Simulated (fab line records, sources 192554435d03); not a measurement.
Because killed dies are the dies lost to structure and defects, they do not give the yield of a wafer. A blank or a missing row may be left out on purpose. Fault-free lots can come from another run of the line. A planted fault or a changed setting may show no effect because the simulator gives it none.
Chamber matching    flow n5-finfet    cmp-04 running N5_BEOL_M3_CMP_52: 4 sister chambers
The step polishes, stops on SiOC, t overpolish 6.8 s, target thk 40 nm. 14 wafers are shown with their chamber, then 7 later ones without.

WAFERS WITH THEIR CHAMBER
wafer   chamber  motor-current-A (A)  barrier-field-endpoint-s (s)  head-pressure-psi (psi)
L078.1  1        5.8                  25.2                          1.0002
L078.5  1        5.9                  25.3                          1.0006
L078.6  0        6.4                  24.5                          1.0002
L083.2  1        5.6                  26.1                          0.9980
L083.4  0        6.3                  25.9                          1.0002
L083.6  2        6.1                  26.2                          0.9976
L085.1  0        6.0                  26.5                          1.0003
L085.2  1        5.5                  27.4                          1.0010
L085.5  2        6.1                  26.3                          1.0008
L089.1  1        5.8                  26.7                          0.9953
L089.5  1        5.8                  26.0                          0.9982
L089.6  0        6.4                  25.5                          1.0043
L090.3  3        6.0                  24.9                          0.9983
L090.4  0        6.6                  23.9                          0.9998

SIGNATURES (averages over the wafers above)
reading                   chamber 0  chamber 1  chamber 2  chamber 3  scatter within a chamber
motor-current-A           6.340      5.733      6.100      6.000      0.175
barrier-field-endpoint-s  25.260     26.117     26.250     24.900     0.891
head-pressure-psi         1.000960   0.998883   0.999200   0.998300   0.00206
Rule: a wafer lies at a distance from a chamber equal to the root of the sum of squares, over the readings, of (its reading less the chamber's mean, divided by the reading's scatter). The wafer belongs to the nearest chamber; if the next one is less than 2 further off, it can't be placed. The scatter: take each reading less its chamber's mean, square it, sum over the shown wafers, divide by the number of wafers less the number of chambers, and take the root.

WAFERS WHOSE CHAMBER IS MISSING
wafer   motor-current-A (A)  barrier-field-endpoint-s (s)  head-pressure-psi (psi)
L090.6  6.2                  24.5                          0.9980
L091.1  6.3                  25.5                          0.9986
L091.5  6.1                  25.9                          0.9996
L091.6  5.8                  25.9                          1.0005
L097.1  5.9                  24.5                          1.0006
L097.5  6.1                  24.8                          0.9994
L097.6  6.4                  25.5                          0.9991

THE CHAMBER EACH PASSED THROUGH
wafer   from the rows above                in truth
L090.6  can't be placed: 3 or 0 or 2       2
L091.1  can't be placed: 0 or 2 or 3       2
L091.5  can't be placed: 2 or 3 or 0 or 1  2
L091.6  can't be placed: 1 or 2 or 3       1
L097.1  can't be placed: 3 or 1 or 2 or 0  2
L097.5  can't be placed: 3 or 2 or 0 or 1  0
L097.6  can't be placed: 0 or 2 or 3       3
Correct placement for 0 of the 7. From these rows, 7 cannot be placed; in 7 the true chamber is one of the candidates. Wrongly placed: 0.
